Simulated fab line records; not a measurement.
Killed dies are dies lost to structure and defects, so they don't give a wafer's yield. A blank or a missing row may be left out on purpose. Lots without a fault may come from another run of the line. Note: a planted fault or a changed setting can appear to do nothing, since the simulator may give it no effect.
Comparing a struck lot with a sound one    flow n5_finfet    19 steps out of a route of 1938
Sound: wafers L567.1, L567.5, L567.6. Wafers L587.4, L587.5, L587.6 were the ones struck. The cause is given at the end.
For every step that has rows: the tool of each side, followed by ch and its chambers, followed by its first start. Under that, the readings that differ: sound wafers    struck wafers    difference of the means    sigmas: that difference in standard deviations of wafers without a fault.
alike: a reading whose means differ by less than 2 such deviations, as well as words and numbers matching on both sides. not compared: withheld readings; readings where some wafer has no value; bounds like >300 that might hide an equal value; numbers whose values overlap and for which the record gives no deviation.
Wherever a step has rows on one side only, a row that says differs or no value, or a row with sigmas, the two part there. Numbers that don't overlap but have no deviation are shown without sigmas and don't part them. A reading missing from all wafers of one side parts the sides only when that side holds two or more wafers.

N5_PMOS_HMC_CHANNEL_EPI_OVL_MEAS_10:
  sound on overlay-02 ch 0, day 1 18:15; struck on overlay-01 ch 0, day 6 18:01
  alike: PMOS_HMC_BLK_OVL
N5_PMOS_HMC_CHANNEL_EPI_INSPECT_11: inspects for defects (macro).
  struck on defect_inspect-02, day 6 18:03; sound on defect_inspect-01, day 1 18:17
  alike: raw_defect_count
N5_PMOS_HMC_CHANNEL_EPI_DESCUM_14: chemistry O2, time 7.9 s.
  sound on rie_diel-05 ch 1,2,3, day 1 18:19; struck on rie_diel-04 ch 1,2,3, day 6 18:54
  alike: drypump_motor_current_A, oes_product_au, rf_vpp_V, showerhead_plenum_p_Torr, temp_c, throttle_valve_pct
  not compared: rf_hours_counter_h
N5_PMOS_HMC_CHANNEL_EPI_ETCH_32: etches BARC in N2/H2, stops on SiO2, target depth 85.8 nm, time 50.3 s.
  sound on rie_diel-05 ch 1,2,3, day 1 18:21; struck on rie_diel-04 ch 1,2,3, day 6 18:56
  alike: drypump_motor_current_A, oes_product_au, rf_vpp_V, showerhead_plenum_p_Torr, throttle_valve_pct
  not compared: rf_hours_counter_h
N5_PMOS_HMC_CHANNEL_EPI_HM_OPEN_15: chemistry CHF3/O2, target SiO2, target depth 40.6 nm, time 20.3 s.
  sound on rie_diel-05 ch 1,2,3, day 1 18:23; struck on rie_diel-04 ch 1,2,3, day 6 18:58
  alike: O2_flow_sccm, drypump_motor_current_A, mfc_ar_sccm, oes_product_au, rf_vpp_V, showerhead_plenum_p_Torr, throttle_valve_pct
  not compared: rf_hours_counter_h
N5_PMOS_HMC_CHANNEL_EPI_STRIP_33: strips in N2/H2.
  sound on rie_diel-05 ch 1,2,3, day 1 18:26; struck on rie_diel-04 ch 1,2,3, day 6 19:02
  alike: drypump_motor_current_A, oes_product_au, rf_vpp_V, showerhead_plenum_p_Torr, temp_c, throttle_valve_pct
  not compared: rf_hours_counter_h
then, 6 steps without rows for these wafers: N5_PMOS_HMC_CHANNEL_EPI_STRIP_17 (strips in SPM, time 750 s); N5_PMOS_HMC_CHANNEL_EPI_ETCH_38 (etches SiO2 in CF4, target depth 1.5 nm); N5_PMOS_HMC_CHANNEL_EPI_FIN_RECESS_16 (chemistry HBr/Cl2, target Si, target depth 54 nm, time 18 s); N5_PMOS_HMC_CHANNEL_EPI_PRECLEAN_36 (cleans in O3/DIW, time 45 s); N5_PMOS_HMC_CHANNEL_EPI_PRECLEAN_18 (cleans in DHF, time 30 s); N5_PMOS_HMC_CHANNEL_EPI_SRD_19 (time 30 s).
N5_PMOS_HMC_CHANNEL_EPI_EPI_20: deposits SiGe30, target thk 59 nm.
  sound on epi_rpcvd-03 ch 0, day 1 18:56; struck on epi_rpcvd-03, day 6 20:08
  no value came back on the struck wafers for chamber_pressure_Torr (Torr), lamp_inner_pct (%); on the sound wafers chamber_pressure_Torr (Torr) reads 20.00 20.00 19.96
then, 2 steps without rows for these wafers: N5_PMOS_HMC_CHANNEL_EPI_HM_STRIP_35 (strips SiO2 in dHF, material SiO2, target depth 39.6 nm, time 216 s); N5_PMOS_HMC_CHANNEL_EPI_SRD_39 (time 30 s).
N5_PMOS_HMC_CHANNEL_EPI_CMP_21: polishes SiGe30, target thk 54 nm.
  sound on cmp-03 ch 0,3, day 1 20:19; struck on cmp-04 ch 1,2, day 6 20:56
  alike: motor_current_A
then, 1 step without rows for these wafers: N5_PMOS_HMC_CHANNEL_EPI_PRECLEAN_40 (cleans in DHF, time 30 s).
N5_BEOL_M4_RC_MEAS_101:
  the record has rows for the sound wafers here (prober-02 ch 0, day 7 23:03) and none for the struck ones
-- here the record skips 10 days between the struck wafers' starts before and after, leaving off in module BEOL_M4 and picking up in module PASSIVATION (first step shown: number 1936 of the route) --
N5_PASSIVATION_PROBE_49:
  struck on prober-02, day 17 02:50; sound on prober-01, day 12 06:22
reading                   sound           struck          difference  sigmas
defect_limited_yield (%)  91.4 90.8 89.7  0 0 0           -91         -65
killed_at_M0_to_M3        14 40 25        9 4 4           -21         -2
killed_at_M4_up           11 18 22        0 1 5           -15         -3
killed_at_contacts        29 12 24        2 2 4           -19         -3
killed_at_front_end       47 30 47        1169 1173 1167  +1128       +99 or more
killed_dies               102 108 121     1180 1180 1180  +1070       +67
killed_on_rim             12 13 15        152 152 152     +139        +41
killed_open               73 72 87        12 12 15        -64         -5
killed_short              23 35 33        4 5 7           -25         -3
sort_bin_5_function (%)   5.0 5.8 5.1     73.1 72.8 72.5  +67.5       +74
sort_n_pass               1078 1072 1059  0 0 0           -1070       -67
sort_yield_pct (%)        91.4 90.8 89.7  0 0 0           -91         -65
  alike: killed_at_other, sort_bin_6_memory

WHERE THEY PART
First at N5_PMOS_HMC_CHANNEL_EPI_EPI_20; last, within this record, at N5_PASSIVATION_PROBE_49.

WHY: what had been put in by the simulator
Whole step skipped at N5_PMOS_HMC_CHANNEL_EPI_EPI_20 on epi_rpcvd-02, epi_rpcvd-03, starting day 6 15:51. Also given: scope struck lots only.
